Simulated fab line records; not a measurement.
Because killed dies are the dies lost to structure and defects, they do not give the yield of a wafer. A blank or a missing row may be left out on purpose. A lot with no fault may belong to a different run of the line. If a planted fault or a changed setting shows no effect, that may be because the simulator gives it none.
fab line records ; flow nandHarc
[record] lots = 6; wafers = 18; lastDay = 28
route steps=1302 shown P_M2@321
lots untouched by any fault: they come from a run of this same line in which no faults occurred
startH: hours from the record's first day to the start of the lot's first wafer shown ; waitH: hours since the lot's step before ; " as in the row above ; L1.1+2: one row covering several wafers at once ; - no value, or no start given ; * or withheld: withheld ; < > ~ a bound
route shown NAME@n: NAME is a module with steps in the file, n the number in the route of the first one ; usual: mean and standard deviation over wafers with no fault ; same: alike in all rows ; chamber/n: place in a boat ; sites: per-site readings ; _std_site: standard deviation across them ; _edge_site: outer sites' mean less inner sites' ; radiusMm: for every site, how far away it sits from the centre of the wafer ; mask NAME#n: copy n ; behind: the tool/chamber that last shaped the wafer ; hold: cause of the lot's hold/its duration in hours/its outcome ; device: the transistor (n, p or np) that didn't switch ; end of line: the same wafers' tests at the end of the route ; where a step has no rows: the recipe by itself ; killed: the dies lost at the first sort to structure and to defects; this is not the yield of the wafer ; map: per-die view of a wafer (x killed, . not killed, _ where there is no die)
set.NAME: setting as actually run; set.NAME@STEP: the setting as run at that earlier step ; model.NAME: the simulator's own value behind a step, which no gauge read
lots at some steps of the route; a table a step, a row a wafer
services: when a tool's chamber went out of use (startH, in hours from the record's first day, below 0 if earlier), for how many hours, and the reason
[[steps]]
[step NHARC_P_M2_COAT_34]
[recipe] tempC = 200; timeS = 65
[step NHARC_P_M2_COAT_03]
[recipe] spinRpm = 1500; resistThkNm = 90
[step NHARC_P_M2_SOFTBAKE_04]
[recipe] tempC = 105; timeS = 55
[step NHARC_P_M2_EBR_05]
[step NHARC_P_M2_EXPOSE_06]
[recipe] na = 1.35; targetCdNm = 170; doseMj = 80.78; maskId = P_M2
[step NHARC_P_M2_PEB_07]
[recipe] pebTempC = 100; pebTimeS = 65
[step NHARC_P_M2_DEVELOP_08]
[recipe] developTimeS = 35; devTempC = 23
[step NHARC_P_M2_CD_MEAS_09]
[recipe] targetCdNm = 170; landingEnergyEv = 500
[usual] cdNm = 170.0/0.48
lot.wafer;tool;chamber;startH;waitH;cdNm
L742.4;cdSem-03;0;147.77;-;170.1
L742.5;cdSem-03;0;147.77;-;170.2
L742.6;cdSem-03;0;147.77;-;169.4
L743.1;cdSem-03;0;161.72;-;170.0
L743.5;cdSem-03;0;161.72;-;169.9
L743.6;cdSem-03;0;161.72;-;169.6
L747.2;cdSem-03;0;196.04;-;169.8
L747.3;cdSem-03;0;196.04;-;170.1
L747.4;cdSem-03;0;196.04;-;170.2
L750.3;cdSem-03;0;223.36;-;168.6
L750.4;cdSem-03;0;223.36;-;168.9
L750.5;cdSem-03;0;223.36;-;169.3
L761.2;cdSem-01;0;335.70;-;169.5
L761.3;cdSem-01;0;335.70;-;169.9
L761.5;cdSem-01;0;335.70;-;170.6
L762.2;cdSem-02;0;355.82;-;170.7
L762.3;cdSem-02;0;355.82;-;170.4
L762.4;cdSem-02;0;355.82;-;170.4
[step NHARC_P_M2_OVL_MEAS_10]
[recipe] pitchNm = 340
[usual] overlayXNm = 0.1/0.75; overlayYNm = 0.1/0.73
lot.wafer;tool;chamber;startH;waitH;overlayXNm;overlayYNm
L742.4;overlay-02;-;147.85;-;0.4;0.6
L742.5;overlay-02;-;147.85;-;0.2;0.6
L742.6;overlay-02;-;147.85;-;0.2;0.6
L743.1;overlay-02;-;161.82;-;0.5;-0.3
L743.5;overlay-02;-;161.82;-;0.4;-0.4
L743.6;overlay-02;-;161.82;-;0.3;-0.6
L747.2;overlay-02;-;196.12;-;0.5;0.0
L747.3;overlay-02;-;196.12;-;0.9;0.2
L747.4;overlay-02;-;196.12;-;0.3;-0.1
L750.3;overlay-02;-;223.44;-;0.4;0.3
L750.4;overlay-02;-;223.44;-;1.5;0.6
L750.5;overlay-02;-;223.44;-;0.6;0.8
L761.2;overlay-01;-;335.78;-;-1.0;0.4
L761.3;overlay-01;-;335.78;-;-0.4;-0.4
L761.5;overlay-01;-;335.78;-;-0.2;-0.4
L762.2;overlay-01;-;355.91;-;1.2;0.2
L762.3;overlay-01;-;355.91;-;1.2;-0.3
L762.4;overlay-01;-;355.91;-;1.0;0.1
[step NHARC_P_M2_INSPECT_11]
[usual] rawDefectCount = 4.5/2.4
lot.wafer;tool;chamber;startH;waitH;rawDefectCount
L742.4;defectInspect-02;-;147.89;0.0;6
L742.5;defectInspect-02;-;147.89;0.0;6
L742.6;defectInspect-02;-;147.89;0.0;6
L743.1;defectInspect-02;-;161.86;0.0;3
L743.5;defectInspect-02;-;161.86;0.0;6
L743.6;defectInspect-02;-;161.86;0.0;3
L747.2;defectInspect-02;-;196.16;0.0;3
L747.3;defectInspect-02;-;196.16;0.0;7
L747.4;defectInspect-02;-;196.16;0.0;7
L750.3;defectInspect-01;-;223.48;0.0;1
L750.4;defectInspect-01;-;223.48;0.0;3
L750.5;defectInspect-01;-;223.48;0.0;0
L761.2;defectInspect-01;-;335.82;0.0;9
L761.3;defectInspect-01;-;335.82;0.0;5
L761.5;defectInspect-01;-;335.82;0.0;6
L762.2;defectInspect-01;-;355.95;0.0;5
L762.3;defectInspect-01;-;355.95;0.0;6
L762.4;defectInspect-01;-;355.95;0.0;8
[step NHARC_P_M2_DESCUM_14]
[recipe] timeS = 3; o2FlowSccm = 200; arFlowSccm = 0; biasPowerW = 0; chemistry = O2
[usual] drypumpMotorCurrentA = 5.8/0.4; mfcArSccm = 0.014/0.015; oesProductAu = 1.002/0.0076; rfVppV = 57.9/0.88; showerheadPlenumPTorr = 1.93/0.082; throttleValvePct = 11.311/0.01
lot.wafer;tool;chamber;startH;waitH;drypumpMotorCurrentA;mfcArSccm;oesProductAu;rfHoursCounterH;rfVppV;showerheadPlenumPTorr;throttleValvePct
L742.4;rieDiel-08;3;147.97;0.1;6.3;0.042;0.998;7;59.2;2.04;11.311
L742.5;rieDiel-08;0;147.97;0.1;5.6;0.020;1.004;-;57.6;1.83;11.325
L742.6;rieDiel-08;1;147.97;0.1;5.4;0.018;0.999;-;58.1;1.87;11.300
L743.1;rieDiel-08;3;161.93;0.1;6.3;0.042;1.000;7;57.4;2.04;11.313
L743.5;rieDiel-08;1;161.93;0.1;5.4;0.018;1.004;-;57.9;1.87;11.311
L743.6;rieDiel-08;2;161.93;0.1;5.3;0;1.005;-;56.5;1.93;11.319
L747.4;rieDiel-13;0;196.22;0.1;6.3;0;1.002;1;56.7;1.99;11.340
L747.2;rieDiel-13;1;196.22;0.1;6.3;0;1.009;1;57.5;1.87;11.314
L747.3;rieDiel-13;2;196.22;0.1;5.9;0.028;1.003;1;58.5;1.95;11.330
L750.4;rieDiel-09;0;223.55;0.1;6.2;0;0.993;7;58.6;2.05;11.328
L750.3;rieDiel-09;1;223.55;0.1;6.2;0;0.997;7;57.9;1.89;11.293
L750.5;rieDiel-09;3;223.55;0.1;6.1;0.026;1.011;-;56.6;1.97;11.306
L761.2;rieDiel-08;3;335.89;0.1;6.3;0.042;0.996;6;58.2;2.04;11.296
L761.3;rieDiel-08;1;335.89;0.1;5.4;0.018;1.000;7;58.6;1.87;11.318
L761.5;rieDiel-08;2;335.89;0.1;5.3;0;1.006;-;58.1;1.93;11.322
L762.2;rieDiel-08;1;356.01;0.1;5.4;0.018;1.013;8;58.1;1.87;11.310
L762.3;rieDiel-08;2;356.01;0.1;5.4;0;1.000;8;56.8;1.93;11.292
L762.4;rieDiel-08;3;356.01;0.1;6.3;0.042;1.000;7;58.2;2.04;11.282
[step NHARC_P_M2_ETCH_35]
[recipe] targetDepthA = 400; overetchA = 120; timeS = 43.94; ionEnergyEv = 200; n2FlowSccm = 150; h2FlowSccm = 150; arFlowSccm = 0; rfW = 400; biasW = 150; chemistry = N2/H2
[usual] biasW = 150.0/0.48; chamberPressureMTorr = 30.004/0.027; drypumpMotorCurrentA = 5.8/0.4; mfcArSccm = 0.015/0.016; oesProductAu = 1.004/0.0076; rfVppV = 430.9/2.7; showerheadPlenumPTorr = 2.05/0.094; throttleValvePct = 14.171/0.0094
lot.wafer;tool;chamber;startH;waitH;biasW;chamberPressureMTorr;drypumpMotorCurrentA;mfcArSccm;oesProductAu;rfHoursCounterH;rfVppV;showerheadPlenumPTorr;throttleValvePct
L742.4;rieDiel-08;3;148.05;0.1;149.2;29.986;6.3;0.042;1.002;7;433.9;2.18;14.160
L742.6;rieDiel-08;0;148.05;0.1;149.8;30.036;5.6;0.020;1.007;-;427.8;1.95;14.160
L742.5;rieDiel-08;1;148.05;0.1;150.5;29.971;5.5;0.018;0.997;-;428.5;1.99;14.164
L743.1;rieDiel-08;1;162.01;0.1;150.0;29.997;5.4;0.018;0.990;6;429.9;1.99;14.160
L743.6;rieDiel-08;3;162.01;0.1;150.1;29.968;6.3;0.042;1.003;-;435.4;2.18;14.167
L743.5;rieDiel-08;0;162.01;0.1;149.8;29.983;5.6;0.020;1.006;-;427.3;1.95;14.178
L747.4;rieDiel-13;1;196.31;0.1;149.1;30.020;6.3;0;1.009;1;428.4;1.99;14.174
L747.3;rieDiel-13;3;196.31;0.1;150.9;29.939;6.1;0;1.017;1;434.4;2.18;14.153
L747.2;rieDiel-13;0;196.31;0.1;149.9;29.992;6.2;0;1.008;1;433.2;2.12;14.172
L750.3;rieDiel-09;1;223.63;0.1;148.8;30.006;6.2;0;1.005;7;429.4;2.02;14.185
L750.4;rieDiel-09;2;223.63;0.1;149.7;30.005;5.3;0;1.019;6;425.9;1.92;14.155
L750.5;rieDiel-09;0;223.63;0.1;149.8;29.991;6.2;0;1.004;-;435.2;2.19;14.171
L761.3;rieDiel-08;2;335.96;0.1;150.3;30.023;5.4;0;0.994;6;429.9;2.06;14.186
L761.2;rieDiel-08;0;335.96;0.1;150.3;30.039;5.6;0.020;1.016;6;427.7;1.94;14.159
L761.5;rieDiel-08;3;335.96;0.1;150.5;30.008;6.3;0.042;0.992;-;433.1;2.18;14.182
L762.4;rieDiel-08;3;356.09;0.1;149.1;30.000;6.3;0.042;0.988;7;435.3;2.18;14.168
L762.2;rieDiel-08;1;356.09;0.1;149.8;30.029;5.5;0.018;1.010;8;428.7;1.99;14.155
L762.3;rieDiel-08;2;356.09;0.1;149.3;29.998;5.4;0;0.996;8;431.0;2.06;14.172
[step NHARC_P_M2_ETCH_15]
[recipe] targetDepthA = 1825; timeS = 91.2; c4f8FlowSccm = withheld; arFlowSccm = 400; rfW = 600; biasW = 300; chemistry = C4F8/Ar
[usual] biasW = 300.0/0.9; chamberPressureMTorr = 24.999/0.022; oesProductAu = 0.946/0.021; rfVppV = 441.2/2.6
lot.wafer;tool;chamber;startH;waitH;biasW;chamberPressureMTorr;oesProductAu;rfHoursCounterH;rfVppV
L742.4;rieDiel-08;2;148.13;-;300.5;24.973;0.936;5;441.0
L742.6;rieDiel-08;1;148.13;-;300.5;24.999;0.914;-;438.9
L742.5;rieDiel-08;2;148.13;-;299.7;25.022;0.928;-;442.1
L743.1;rieDiel-08;1;162.11;-;298.3;24.991;0.923;6;439.6
L743.6;rieDiel-08;2;162.11;-;298.7;25.009;0.939;-;442.8
L743.5;rieDiel-08;3;162.11;-;300.6;24.981;0.928;-;444.1
L747.2;rieDiel-13;1;196.40;-;298.9;24.986;0.921;1;440.1
L747.4;rieDiel-13;2;196.40;-;299.6;25.013;0.936;1;441.3
L747.3;rieDiel-13;3;196.40;-;301.0;24.960;0.937;1;444.8
L750.3;rieDiel-09;1;223.71;-;300.0;25.000;0.927;7;440.4
L750.4;rieDiel-09;0;223.71;-;299.9;24.980;0.937;7;445.5
L750.5;rieDiel-09;2;223.71;-;300.3;25.027;0.931;-;436.4
L761.3;rieDiel-08;1;336.05;-;-;-;-;-;-
L761.2;rieDiel-08;0;336.05;-;-;-;-;-;-
L761.5;rieDiel-08;1;336.05;-;-;-;-;-;-
L762.2;rieDiel-08;3;356.18;-;-;-;-;-;-
L762.4;rieDiel-08;0;356.18;-;-;-;-;-;-
L762.3;rieDiel-08;1;356.18;-;-;-;-;-;-
[step NHARC_P_M2_CD_MEAS_16]
[usual] cdNm = 169.8/0.67
lot.wafer;tool;chamber;startH;waitH;cdNm
L742.4;cdSem-03;-;148.26;-;168.3
L742.5;cdSem-03;-;148.26;-;169.6
L742.6;cdSem-03;-;148.26;-;168.4
L743.1;cdSem-01;-;162.22;-;169.9
L743.5;cdSem-01;-;162.22;-;169.6
L743.6;cdSem-01;-;162.22;-;168.8
L747.2;cdSem-01;-;196.53;-;169.6
L747.3;cdSem-01;-;196.53;-;169.6
L747.4;cdSem-01;-;196.53;-;169.9
L750.3;cdSem-02;-;223.85;-;168.7
L750.4;cdSem-02;-;223.85;-;169.5
L750.5;cdSem-02;-;223.85;-;169.4
L761.2;cdSem-01;-;336.19;-;170.4
L761.3;cdSem-01;-;336.19;-;170.1
L761.5;cdSem-01;-;336.19;-;170.6
L762.2;cdSem-01;-;356.31;-;170.9
L762.3;cdSem-01;-;356.31;-;170.8
L762.4;cdSem-01;-;356.31;-;170.6
[[services]]
tool;chamber;startH;hours;kind
rieDiel-09;1;127.52;2.6;repair
rieDiel-09;-;143.10;9.0;pm
rieDiel-08;0;145.39;-;clean
rieDiel-08;1;145.39;-;clean
rieDiel-08;2;145.39;-;clean
rieDiel-08;3;145.39;-;clean
rieDiel-13;3;156.05;14.0;repair
rieDiel-13;-;165.00;9.0;pm
rieDiel-08;3;165.07;2.4;repair
rieDiel-08;0;169.89;-;clean
rieDiel-08;1;169.89;-;clean
rieDiel-08;2;169.89;-;clean
rieDiel-08;3;169.89;-;clean
rieDiel-08;2;171.39;3.1;repair
rieDiel-08;-;190.88;9.0;pm
rieDiel-08;0;190.88;9.0;ventCycle
rieDiel-08;-;203.60;4.1;repair
rieDiel-09;-;209.94;1.5;repair
rieDiel-08;0;243.24;6.7;repair
rieDiel-13;3;255.16;5.2;repair
rieDiel-13;-;304.13;1.0;repair
rieDiel-09;-;320.10;9.0;pm
rieDiel-13;3;341.83;5.2;repair
rieDiel-13;-;342.00;9.0;pm
[[key]]
[firstSign] step = NHARC_P_M2_ETCH_15; reading = toolRecord; direction = missing
effect none on later readings
metAt NHARC_P_M2_ETCH_15
struckWafers L761.2,L761.3,L761.5,L762.2,L762.3,L762.4
laterRowsLeftOut L761.2,L761.3,L761.5,L762.2,L762.3,L762.4
sortLeftOut L761.2,L761.3,L761.5,L762.2,L762.3,L762.4
onsetBetween 162.11 336.05
[fault] kind = skippedStepWhole; tool = rieDiel-08; chamber = -; onsetH = 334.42; steps = NHARC_P_M2_ETCH_15; scope = struckLotsOnly
// sortLeftOut: the simulated sort isn't trusted on such a fault, so these wafers' sort isn't shown, and their yield isn't known
// laterRowsLeftOut: the simulator's readings of these wafers behind a module that went badly wrong aren't trusted and aren't shown, but for the sort
